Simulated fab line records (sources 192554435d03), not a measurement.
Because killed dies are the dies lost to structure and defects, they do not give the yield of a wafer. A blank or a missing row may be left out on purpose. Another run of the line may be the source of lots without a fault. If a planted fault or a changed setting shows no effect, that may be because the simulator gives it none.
fab line records	flow n5_finfet
[record] lots = 24	wafers = 72	last_day = 18
route steps=1938 shown BEOL_M3@1003 BEOL_M4@1034
lots untouched by any fault: they come from a run of this same line in which no faults occurred
start_h: hours from the record's first day to the start of the lot's first wafer shown	wait_h: hours since the lot's step before	" the same as in the row above	L1.1+2: one row covering several wafers at once	- either no value or no given start	* or withheld: withheld	< > ~ a bound
route shown NAME@n: a module of which the file shows steps, and the number in the route of the first	usual: mean/standard deviation of fault-free wafers	same: alike in all rows	chamber/n: place in a boat	sites: per-site readings	_std_site: how widely they spread, as a standard deviation	_edge_site: mean of outer sites minus mean of inner sites	radius_mm: how far each site lies from the wafer's centre	mask NAME#n: copy n	behind: tool/chamber where the wafer was last shaped	hold: why the lot went on hold/how many hours it stayed there/how the hold came to an end	device: transistor that didn't switch, given as n, p or np	end of line: the tests these same wafers got at the end of their route	where a step has no rows: the recipe by itself	killed: dies lost to structure and defects at the first sort, not the wafer's yield	map: a wafer's dies, marking killed ones x, the rest . and places with no die _
set.NAME: setting as actually run; set.NAME@STEP: the setting as run at that earlier step	model.NAME: the simulator's own value behind a step, which no gauge read
steps of the route over a sample of lots; a table a step, a row a wafer
services: a tool's chamber out of use, with start hour (start_h, from the record's first day; less than 0 if before it), hours out, and reason
[[steps]]
[step N5_BEOL_M3_ANNEAL_89]
[recipe] temp_c = 400	time_s = 240	ambient = vacuum
[usual] heater_power_w = 819/69
lot.wafer	tool	chamber	start_h	wait_h	heater_power_w
L074.1	pvd_sputter-02	-	160.91	0.0	805
L074.4	"	-	"	"	844
L074.5	"	-	"	"	687
L075.1	pvd_sputter-01	-	161.43	0.0	842
L075.2	"	-	"	"	765
L075.6	"	-	"	"	853
L076.1	pvd_sputter-02	-	168.73	0.0	802
L076.4	"	-	"	"	949
L076.5	"	-	"	"	783
L079.2	pvd_sputter-02	-	174.34	0.0	775
L079.5	"	-	"	"	846
L079.6	"	-	"	"	976
L077.2	pvd_sputter-03	-	176.03	0.0	853
L077.5	"	-	"	"	789
L077.6	"	-	"	"	795
L078.1	pvd_sputter-01	-	179.86	0.0	855
L078.3	"	-	"	"	762
L078.4	"	-	"	"	861
L080.2	pvd_sputter-03	-	200.09	0.0	783
L080.3	"	-	"	"	787
L080.4	"	-	"	"	847
L081.4	pvd_sputter-03	-	201.93	0.0	830
L081.5	"	-	"	"	831
L081.6	"	-	"	"	800
L082.2	pvd_sputter-02	-	220.41	0.0	713
L082.4	"	-	"	"	958
L082.5	"	-	"	"	702
L083.1	pvd_sputter-02	-	238.66	0.0	969
L083.2	"	-	"	"	843
L083.3	"	-	"	"	782
L084.1	pvd_sputter-02	-	247.58	0.0	840
L084.2	"	-	"	"	788
L084.6	"	-	"	"	831
L087.1	pvd_sputter-03	-	254.42	0.0	851
L087.3	"	-	"	"	795
L087.4	"	-	"	"	872
L086.2	pvd_sputter-02	-	258.09	0.0	800
L086.4	"	-	"	"	840
L086.5	"	-	"	"	805
L085.1	pvd_sputter-02	-	264.92	0.0	699
L085.5	"	-	"	"	711
L085.6	"	-	"	"	782
L089.1	pvd_sputter-01	-	267.94	0.0	754
L089.5	"	-	"	"	748
L089.6	"	-	"	"	823
L088.3	pvd_sputter-01	-	272.62	0.0	859
L088.5	"	-	"	"	824
L088.6	"	-	"	"	844
L090.1	pvd_sputter-02	-	272.76	0.0	911
L090.4	"	-	"	"	847
L090.6	"	-	"	"	699
L092.3	pvd_sputter-02	-	276.24	0.0	963
L092.4	"	-	"	"	703
L092.5	"	-	"	"	873
L093.1	pvd_sputter-02	-	285.09	0.0	939
L093.3	"	-	"	"	844
L093.6	"	-	"	"	828
L091.2	pvd_sputter-01	-	286.14	0.0	871
L091.3	"	-	"	"	760
L091.6	"	-	"	"	849
L095.2	pvd_sputter-02	-	289.77	0.0	943
L095.3	"	-	"	"	697
L095.6	"	-	"	"	868
L094.1	pvd_sputter-01	-	300.32	0.0	841
L094.2	"	-	"	"	835
L094.5	"	-	"	"	839
L096.4	pvd_sputter-03	-	300.81	0.0	769
L096.5	"	-	"	"	862
L096.6	"	-	"	"	791
L097.1	pvd_sputter-01	-	303.40	0.0	864
L097.3	"	-	"	"	852
L097.4	"	-	"	"	782
[step N5_BEOL_M3_PRE_CLEAN_60]
[recipe] gas = NH3/H2	time_s = 15	temp_c = *	rf_power_w = 300
[usual] heater_power_w = 78/16
lot.wafer	tool	chamber	start_h	wait_h	heater_power_w
L074.1	cvd_co-01	2	162.54	0.0	89
L074.4	"	2	"	"	93
L074.5	"	1	"	"	99
L075.1	cvd_co-02	1	163.06	0.0	71
L075.2	"	2	"	"	86
L075.6	"	1	"	"	68
L076.1	cvd_co-01	0	170.39	0.1	65
L076.4	"	0	"	"	65
L076.5	"	1	"	"	98
L079.2	cvd_co-02	0	176.09	0.0	53
L079.5	"	0	"	"	52
L079.6	"	2	"	"	86
L077.2	cvd_co-01	0	177.66	0.0	65
L077.5	"	1	"	"	95
L077.6	"	2	"	"	91
L080.2	cvd_co-01	2	201.72	0.0	90
L080.3	"	0	"	"	67
L080.4	"	2	"	"	90
L081.4	cvd_co-02	1	203.58	0.1	70
L081.5	"	0	"	"	52
L081.6	"	2	"	"	87
L082.2	cvd_co-01	0	222.04	0.0	67
L082.4	"	1	"	"	98
L082.5	"	1	"	"	97
L078.1	cvd_co-01	0	237.11	0.0	64
L078.3	"	2	"	"	89
L078.4	"	1	"	"	99
L083.1	cvd_co-01	1	240.29	0.0	100
L083.2	"	2	"	"	90
L083.3	"	0	"	"	67
L084.1	cvd_co-01	2	249.31	0.0	91
L084.2	"	1	"	"	100
L084.6	"	2	"	"	90
L087.1	cvd_co-01	2	256.04	0.0	93
L087.3	"	1	"	"	97
L087.4	"	2	"	"	88
L086.2	cvd_co-02	0	259.71	0.0	52
L086.4	"	2	"	"	88
L086.5	"	1	"	"	73
L085.1	cvd_co-01	2	266.58	0.0	91
L085.5	"	2	"	"	92
L085.6	"	0	"	"	65
L089.1	cvd_co-02	1	269.57	0.0	71
L089.5	"	0	"	"	54
L089.6	"	2	"	"	87
L088.3	cvd_co-01	2	274.38	0.0	91
L088.5	"	2	"	"	89
L088.6	"	1	"	"	98
L090.1	cvd_co-02	0	274.61	0.0	53
L090.4	"	0	"	"	53
L090.6	"	1	"	"	72
L092.3	cvd_co-01	2	277.86	0.0	91
L092.4	"	0	"	"	67
L092.5	"	1	"	"	98
L093.1	cvd_co-02	2	286.89	0.0	88
L093.3	"	0	"	"	52
L093.6	"	0	"	"	53
L091.2	cvd_co-02	0	287.76	0.0	51
L091.3	"	2	"	"	88
L091.6	"	2	"	"	87
L095.2	cvd_co-02	1	291.40	0.0	72
L095.3	"	2	"	"	86
L095.6	"	0	"	"	52
L094.1	cvd_co-02	0	301.95	0.0	53
L094.2	"	2	"	"	86
L094.5	"	2	"	"	86
L096.4	cvd_co-01	1	302.60	0.1	98
L096.5	"	0	"	"	66
L096.6	"	2	"	"	89
L097.1	cvd_co-01	1	305.02	0.0	98
L097.3	"	0	"	"	67
L097.4	"	0	"	"	67
[step N5_BEOL_M3_DEP_57]
[recipe] material = SiCN	target_thk_a = 80	temp_c = withheld	precursor = 3MS/NH3	pressure_torr = 3	rf_w = 202	time_s = 14
[usual] showerhead_plenum_p_Torr = 3.665/0.0066	throttle_valve_pct = 9.2/0.36
lot.wafer	tool	chamber	start_h	wait_h	showerhead_plenum_p_Torr	throttle_valve_pct
L074.1	pecvd-03	2	162.71	0.0	3.663	9.0
L074.4	"	1	"	"	3.656	9.3
L074.5	"	2	"	"	3.680	8.8
L075.1	pecvd-04	0	163.21	0.0	3.668	9.2
L075.2	"	1	"	"	3.661	9.1
L075.6	"	0	"	"	3.653	9.0
L076.1	pecvd-03	0	170.55	0.0	3.668	8.6
L076.4	"	2	"	"	3.669	9.2
L076.5	"	1	"	"	3.654	9.5
L079.2	pecvd-01	1	176.26	0.0	3.675	9.5
L079.5	"	0	"	"	3.662	9.9
L079.6	"	1	"	"	3.667	9.7
L077.2	pecvd-04	1	177.82	0.0	3.667	9.1
L077.5	"	0	"	"	3.655	9.4
L077.6	"	1	"	"	3.661	9.1
L080.2	pecvd-04	0	201.87	0.0	3.660	9.0
L080.3	"	1	"	"	3.659	9.2
L080.4	"	1	"	"	3.675	9.2
L081.4	pecvd-04	2	203.73	0.0	3.664	9.1
L081.5	"	1	"	"	3.667	9.2
L081.6	"	0	"	"	3.658	9.2
L082.2	pecvd-04	2	222.25	0.0	3.658	8.8
L082.4	"	0	"	"	3.656	9.1
L082.5	"	1	"	"	3.652	9.2
L078.1	pecvd-01	1	237.28	0.0	3.679	9.6
L078.3	"	1	"	"	3.670	9.3
L078.4	"	0	"	"	3.662	10.1
L083.1	pecvd-04	2	240.44	0.0	3.662	9.0
L083.2	"	0	"	"	3.653	9.1
L083.3	"	1	"	"	3.663	8.9
L084.1	pecvd-01	0	249.47	0.0	3.660	9.9
L084.2	"	1	"	"	3.673	9.7
L084.6	"	0	"	"	3.668	10.2
L087.1	pecvd-03	2	256.20	0.0	3.667	9.4
L087.3	"	0	"	"	3.670	8.8
L087.4	"	2	"	"	3.670	9.0
L086.2	pecvd-03	2	259.87	0.0	3.669	9.0
L086.4	"	2	"	"	3.664	8.9
L086.5	"	0	"	"	3.676	9.0
L085.1	pecvd-03	1	266.73	0.0	3.662	9.2
L085.5	"	1	"	"	3.662	9.1
L085.6	"	0	"	"	3.668	9.2
L089.1	pecvd-03	0	269.72	0.0	3.669	9.0
L089.5	"	0	"	"	3.671	9.1
L089.6	"	2	"	"	3.661	9.2
L088.3	pecvd-01	1	274.53	0.0	3.664	9.6
L088.5	"	0	"	"	3.664	9.9
L088.6	"	1	"	"	3.669	9.9
L090.1	pecvd-03	1	274.76	0.0	3.662	9.7
L090.4	"	2	"	"	3.685	9.2
L090.6	"	0	"	"	3.675	8.9
L092.3	pecvd-04	2	278.02	0.0	3.658	9.0
L092.4	"	1	"	"	3.664	9.3
L092.5	"	2	"	"	3.660	9.3
L093.1	pecvd-03	1	287.05	0.0	3.658	9.5
L093.3	"	2	"	"	3.677	9.0
L093.6	"	2	"	"	3.665	9.2
L091.2	pecvd-03	0	287.92	0.0	3.672	9.2
L091.3	"	1	"	"	3.666	9.3
L091.6	"	2	"	"	3.665	9.1
L095.2	pecvd-04	1	291.55	0.0	3.663	9.2
L095.3	"	2	"	"	3.660	9.2
L095.6	"	1	"	"	3.660	8.9
L094.1	pecvd-03	2	302.10	0.0	3.668	9.1
L094.2	"	1	"	"	3.664	9.5
L094.5	"	2	"	"	3.668	9.0
L096.4	pecvd-03	2	302.75	0.0	3.677	9.1
L096.5	"	0	"	"	3.664	8.7
L096.6	"	1	"	"	3.664	9.4
L097.1	pecvd-03	1	305.18	0.0	3.657	9.4
L097.3	"	2	"	"	3.663	9.2
L097.4	"	0	"	"	3.661	8.9
[step N5_BEOL_M4_CD_MEAS_11]
[recipe] target_cd_nm = 16.79	landing_energy_ev = 500	detector = se_inlens	polarity = opening
[usual] cd_nm = 16.78/0.23
lot.wafer	tool	chamber	start_h	wait_h	cd_nm
L074.1	cd_sem-01	0	163.94	-	16.47
L074.4	"	0	"	"	16.45
L074.5	"	0	"	"	16.80
L075.1	cd_sem-03	0	165.35	-	16.85
L075.2	"	0	"	"	16.86
L075.6	"	0	"	"	17.14
L076.1	cd_sem-02	0	172.30	-	16.74
L076.4	"	0	"	"	17.12
L076.5	"	0	"	"	16.96
L079.2	cd_sem-02	0	177.42	-	16.78
L079.5	"	0	"	"	16.64
L079.6	"	0	"	"	16.70
L077.2	cd_sem-02	0	179.06	-	16.53
L077.5	"	0	"	"	16.71
L077.6	"	0	"	"	16.79
L080.2	cd_sem-01	0	203.95	-	17.13
L080.3	"	0	"	"	16.97
L080.4	"	0	"	"	16.79
L081.4	cd_sem-02	0	204.71	-	16.54
L081.5	"	0	"	"	16.90
L081.6	"	0	"	"	16.59
L082.2	cd_sem-03	0	223.35	-	16.50
L082.4	"	0	"	"	16.80
L082.5	"	0	"	"	16.65
L078.1	cd_sem-02	0	238.13	-	16.60
L078.3	"	0	"	"	16.89
L078.4	"	0	"	"	16.87
L083.1	cd_sem-03	0	243.24	-	16.90
L083.2	"	0	"	"	16.79
L083.3	"	0	"	"	16.88
L084.1	cd_sem-01	0	250.74	-	16.79
L084.2	"	0	"	"	16.70
L084.6	"	0	"	"	16.99
L087.1	cd_sem-02	0	257.42	-	16.74
L087.3	"	0	"	"	16.97
L087.4	"	0	"	"	17.21
L086.2	cd_sem-02	0	261.20	-	16.97
L086.4	"	0	"	"	16.89
L086.5	"	0	"	"	16.46
L085.1	cd_sem-01	0	269.86	-	16.84
L085.5	"	0	"	"	16.85
L085.6	"	0	"	"	16.73
L089.1	cd_sem-02	0	271.18	-	16.47
L089.5	"	0	"	"	16.74
L089.6	"	0	"	"	16.70
L088.3	cd_sem-03	0	275.73	-	16.69
L088.5	"	0	"	"	16.61
L088.6	"	0	"	"	16.33
L090.1	cd_sem-03	0	277.51	-	16.81
L090.4	"	0	"	"	17.13
L090.6	"	0	"	"	16.84
L092.3	cd_sem-02	0	278.92	-	17.03
L092.4	"	0	"	"	16.86
L092.5	"	0	"	"	16.96
L093.1	cd_sem-01	0	288.37	-	16.71
L093.3	"	0	"	"	16.84
L093.6	"	0	"	"	16.62
L091.2	cd_sem-01	0	291.06	-	16.40
L091.3	"	0	"	"	17.08
L091.6	"	0	"	"	16.71
L095.2	cd_sem-03	0	293.40	-	16.67
L095.3	"	0	"	"	17.04
L095.6	"	0	"	"	16.61
L094.1	cd_sem-01	0	306.39	-	16.73
L094.2	"	0	"	"	16.60
L094.5	"	0	"	"	16.97
L096.4	cd_sem-01	0	306.93	-	16.57
L096.5	"	0	"	"	16.25
L096.6	"	0	"	"	16.83
L097.1	cd_sem-03	0	307.31	-	16.97
L097.3	"	0	"	"	16.97
L097.4	"	0	"	"	16.81
[step N5_BEOL_M4_HM_OPEN_17]
[recipe] chemistry = Cl2/BCl3	target_depth_a = 200	overetch_a = 60	target = TiN	mask_material = SOC	ion_energy_ev = 150	pressure_mtorr = 10	icp_w = 1000	bias_w = 126	Cl2_flow_sccm = 53.25	bcl3_flow_sccm = 21.75	Ar_flow_sccm = 25
[usual] drypump_motor_current_A = 5.88/0.21	mfc_ar_sccm = 24.99/0.07	oes_product_au = 0.66/0.082	throttle_valve_pct = 22.17/0.12
lot.wafer	tool	chamber	start_h	wait_h	drypump_motor_current_A	mfc_ar_sccm	oes_product_au	rf_hours_counter_h	throttle_valve_pct
L074.1	rie_metal-02	0	164.31	0.0	5.99	24.93	0.77	12	22.15
L074.4	"	0	"	"	5.98	24.97	0.75	-	22.15
L074.5	"	0	"	"	5.96	25.02	0.76	-	22.16
L075.1	rie_metal-01	0	165.73	0.0	6.22	24.92	0.57	86	22.12
L075.2	"	1	"	"	5.90	24.98	0.56	108	22.21
L075.6	"	1	"	"	5.88	25.03	0.56	-	22.21
L076.1	rie_metal-03	0	172.69	0.0	6.08	25.09	0.74	11	22.32
L076.4	"	0	"	"	6.06	25.10	0.74	-	22.35
L076.5	"	0	"	"	6.05	25.04	0.74	-	22.34
L079.2	rie_metal-01	0	177.79	0.0	6.30	24.87	0.58	87	22.12
L079.5	"	0	"	"	6.29	24.93	0.57	-	22.10
L079.6	"	1	"	"	5.86	25.00	0.56	-	22.23
L077.2	rie_metal-01	0	179.43	0.0	6.29	25.05	0.58	87	22.11
L077.5	"	0	"	"	6.28	25.08	0.58	-	22.10
L077.6	"	1	"	"	5.91	24.97	0.55	-	22.22
L080.2	rie_metal-03	0	204.37	0.0	6.09	24.95	0.74	13	22.34
L080.3	"	1	"	"	5.82	25.07	0.75	-	21.91
L080.4	"	0	"	"	6.08	25.05	0.73	-	22.34
L081.4	rie_metal-03	0	205.11	0.1	6.08	25.06	0.72	-	22.32
L081.5	"	0	"	"	6.06	24.94	0.73	-	22.33
L081.6	"	1	"	"	5.84	25.06	0.75	-	21.91
L082.2	rie_metal-02	0	223.78	0.0	5.99	25.04	0.74	17	22.17
L082.4	"	0	"	"	5.99	24.96	0.75	-	22.16
L082.5	"	1	"	"	5.51	25.00	0.70	-	22.12
L078.1	rie_metal-02	0	238.50	0.0	5.99	24.90	0.74	18	22.17
L078.3	"	1	"	"	5.50	25.04	0.70	-	22.13
L078.4	"	0	"	"	5.97	24.99	0.74	-	22.16
L083.1	rie_metal-02	1	243.89	0.0	5.51	25.02	0.70	23	22.13
L083.2	"	0	"	"	6.01	24.97	0.73	19	22.17
L083.3	"	0	"	"	5.99	25.08	0.74	-	22.15
L084.1	rie_metal-02	0	251.11	0.0	5.98	24.96	0.72	19	22.17
L084.2	"	1	"	"	5.53	24.94	0.69	24	22.14
L084.6	"	1	"	"	5.51	25.02	0.70	-	22.13
L087.1	rie_metal-02	1	257.80	0.0	5.51	25.05	0.70	24	22.14
L087.3	"	0	"	"	5.97	24.95	0.73	-	22.18
L087.4	"	1	"	"	5.52	24.91	0.69	-	22.15
L086.2	rie_metal-02	0	261.58	0.0	5.99	24.96	0.73	20	22.17
L086.4	"	1	"	"	5.50	25.01	0.69	-	22.14
L086.5	"	0	"	"	5.99	24.87	0.72	-	22.19
L085.1	rie_metal-03	0	270.24	0.0	6.09	25.05	0.71	17	22.32
L085.5	"	1	"	"	5.84	25.00	0.73	-	21.94
L085.6	"	0	"	"	6.07	25.01	0.71	-	22.37
L089.1	rie_metal-01	1	271.56	0.0	5.85	24.93	0.54	116	22.24
L089.5	"	1	"	"	5.88	25.03	0.54	-	22.24
L089.6	"	1	"	"	5.89	24.94	0.55	-	22.24
L088.3	rie_metal-01	1	276.18	0.1	5.89	24.88	0.55	-	22.22
L088.5	"	1	"	"	5.84	25.01	0.55	-	22.24
L088.6	"	1	"	"	5.89	24.98	0.55	-	22.25
L090.1	rie_metal-03	1	277.89	0.0	5.81	24.96	0.73	16	21.93
L090.4	"	1	"	"	5.80	24.88	0.73	-	21.92
L090.6	"	1	"	"	5.83	24.97	0.74	-	21.93
L092.3	rie_metal-01	1	279.36	0.1	5.89	25.09	0.54	-	22.25
L092.4	"	1	"	"	5.90	25.03	0.54	-	22.23
L092.5	"	1	"	"	5.88	25.03	0.55	-	22.21
L093.1	rie_metal-01	1	288.74	0.0	5.87	24.87	0.54	119	22.24
L093.3	"	1	"	"	5.88	24.84	0.53	-	22.24
L093.6	"	1	"	"	5.88	24.80	0.54	-	22.24
L091.2	rie_metal-01	1	292.11	0.1	5.87	24.98	0.54	-	22.25
L091.3	"	1	"	"	5.89	24.99	0.54	-	22.25
L091.6	"	1	"	"	5.88	25.02	0.54	-	22.25
L095.2	rie_metal-02	0	293.89	0.0	5.99	24.98	0.72	23	22.18
L095.3	"	1	"	"	5.51	24.99	0.68	-	22.14
L095.6	"	1	"	"	5.50	24.93	0.69	-	22.15
L094.1	rie_metal-02	1	306.76	0.0	5.52	25.05	0.68	28	22.15
L094.2	"	0	"	"	6.00	24.94	0.71	24	22.20
L094.5	"	1	"	"	5.51	25.18	0.68	-	22.15
L096.4	rie_metal-03	0	307.34	0.1	6.05	25.00	0.71	-	22.37
L096.5	"	0	"	"	6.06	25.02	0.70	-	22.37
L096.6	"	1	"	"	5.81	25.13	0.71	-	21.94
L097.1	rie_metal-03	0	307.89	0.0	6.06	25.00	0.71	20	22.37
L097.3	"	1	"	"	5.80	25.02	0.72	-	21.95
L097.4	"	0	"	"	6.04	24.92	0.70	-	22.35
[step N5_BEOL_M4_CD_MEAS_18]
[recipe] pitch_nm = 36	target_cd_nm = 18
[usual] cd_nm = 17.92/0.27
lot.wafer	tool	chamber	start_h	wait_h	cd_nm
L074.1	cd_sem-03	-	164.49	0.0	17.69
L074.4	"	-	"	"	17.84
L074.5	"	-	"	"	18.49
L075.1	cd_sem-01	-	165.91	0.0	17.83
L075.2	"	-	"	"	18.11
L075.6	"	-	"	"	17.81
L076.1	cd_sem-03	-	172.87	0.0	17.72
L076.4	"	-	"	"	17.73
L076.5	"	-	"	"	17.64
L079.2	cd_sem-03	-	178.01	0.1	17.94
L079.5	"	-	"	"	17.90
L079.6	"	-	"	"	17.53
L077.2	cd_sem-02	-	179.61	0.1	18.08
L077.5	"	-	"	"	17.62
L077.6	"	-	"	"	18.04
L080.2	cd_sem-01	-	204.55	0.1	18.32
L080.3	"	-	"	"	18.31
L080.4	"	-	"	"	18.72
L081.4	cd_sem-03	-	205.27	0.1	18.11
L081.5	"	-	"	"	17.72
L081.6	"	-	"	"	17.96
L082.2	cd_sem-01	-	223.96	0.1	17.81
L082.4	"	-	"	"	17.98
L082.5	"	-	"	"	17.69
L078.1	cd_sem-03	-	238.70	0.0	17.63
L078.3	"	-	"	"	18.22
L078.4	"	-	"	"	17.54
L083.1	cd_sem-02	-	244.07	0.0	17.98
L083.2	"	-	"	"	17.98
L083.3	"	-	"	"	17.68
L084.1	cd_sem-02	-	251.29	0.0	17.81
L084.2	"	-	"	"	17.83
L084.6	"	-	"	"	17.37
L087.1	cd_sem-01	-	258.05	0.0	18.23
L087.3	"	-	"	"	17.76
L087.4	"	-	"	"	17.54
L086.2	cd_sem-03	-	261.76	0.1	18.13
L086.4	"	-	"	"	17.68
L086.5	"	-	"	"	17.41
L085.1	cd_sem-01	-	270.52	0.0	17.40
L085.5	"	-	"	"	17.79
L085.6	"	-	"	"	17.61
L089.1	cd_sem-03	-	271.80	0.0	17.96
L089.5	"	-	"	"	18.18
L089.6	"	-	"	"	18.29
L088.3	cd_sem-03	-	276.39	0.1	17.79
L088.5	"	-	"	"	17.73
L088.6	"	-	"	"	18.14
L090.1	cd_sem-03	-	278.07	0.0	17.61
L090.4	"	-	"	"	18.53
L090.6	"	-	"	"	18.44
L092.3	cd_sem-02	-	279.58	0.1	17.91
L092.4	"	-	"	"	18.33
L092.5	"	-	"	"	18.29
L093.1	cd_sem-03	-	289.01	0.0	17.70
L093.3	"	-	"	"	17.74
L093.6	"	-	"	"	17.57
L091.2	cd_sem-01	-	292.38	0.1	17.84
L091.3	"	-	"	"	18.10
L091.6	"	-	"	"	17.64
L095.2	cd_sem-03	-	294.07	0.1	17.91
L095.3	"	-	"	"	18.59
L095.6	"	-	"	"	17.83
L094.1	cd_sem-02	-	306.95	0.0	18.07
L094.2	"	-	"	"	18.10
L094.5	"	-	"	"	18.19
L096.4	cd_sem-01	-	307.50	0.0	18.01
L096.5	"	-	"	"	17.51
L096.6	"	-	"	"	17.79
L097.1	cd_sem-01	-	308.07	0.0	18.05
L097.3	"	-	"	"	17.81
L097.4	"	-	"	"	17.77
[[services]]
tool	chamber	start_h	hours	kind
rie_metal-03	0	140.63	1.0	repair
pecvd-03	0	152.33	2.1	scheduled_down
rie_metal-03	0	163.16	7.5	repair
pecvd-01	0	165.07	5.7	repair
pecvd-01	2	175.92	5.5	scheduled_down
rie_metal-01	-	177.88	1.4	pm
pecvd-04	2	179.26	5.5	scheduled_down
pecvd-01	1	201.68	5.7	repair
pecvd-01	0	204.22	8.1	repair
cvd_co-02	2	205.70	4.9	repair
pvd_sputter-01	-	211.92	2.5	repair
cvd_co-01	2	218.70	4.2	repair
rie_metal-03	-	232.10	5.1	repair
pecvd-04	0	236.69	2.1	scheduled_down
pecvd-03	2	238.59	4.2	repair
rie_metal-02	-	246.04	2.8	pm
cvd_co-02	-	265.09	1.0	repair
pecvd-04	-	286.38	1.6	repair
pecvd-03	1	289.67	10.2	repair
rie_metal-03	0	292.78	9.7	repair
rie_metal-01	1	294.48	-	clean
rie_metal-01	1	294.48	18.5	scheduled_down
rie_metal-01	1	294.48	18.5	vent_cycle
cvd_co-02	2	295.45	1.6	repair
[[key]]
fault none
